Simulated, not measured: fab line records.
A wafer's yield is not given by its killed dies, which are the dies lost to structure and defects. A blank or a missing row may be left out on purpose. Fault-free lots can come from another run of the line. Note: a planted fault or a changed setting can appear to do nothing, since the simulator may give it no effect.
Matching of chambers ; flow nandHarc ; NHARC_A_M1_PRE_CLEAN_32 on pecvd-04 has 3 sister chambers
The step time 12 s. 3 wafers are shown with their chamber, then 7 later ones without.

== WAFERS PAIRED WITH THEIR CHAMBERS ==
wafer;chamber;heaterPowerW (W)
L827.4;0;551
L828.1;1;628
L828.2;2;713

== WAFERS WHOSE CHAMBER IS MISSING ==
wafer;heaterPowerW (W)
L828.3;582
L829.1;701
L829.2;614
L829.3;574
L833.1;740
L833.4;645
L833.6;501

== THE CHAMBER EACH PASSED THROUGH ==
wafer;from the rows above;in truth
L828.3;can't be placed: 0 or 1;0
L829.1;2;2
L829.2;can't be placed: 1 or 0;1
L829.3;can't be placed: 0 or 1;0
L833.1;2;2
L833.4;can't be placed: 1 or 2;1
L833.6;0;0
3 of 7 placed correctly. Cannot be placed on the basis of these rows: 4; the candidates contain the true chamber in 4. Number placed wrongly: 0.
How it was worked out, from the rows above alone: a wafer's distance from a chamber is the root of the sum, over the readings, of the square of ((its reading less the chamber's mean) divided by the reading's scatter). The wafer belongs to the nearest chamber; if the next one is less than 2 further off, it can't be placed. For every chamber, the mean is computed from those of its wafers that are shown. The scatter: with one shown wafer a chamber, the root of the mean of the squares of how far each hidden wafer lies from its nearest shown one.
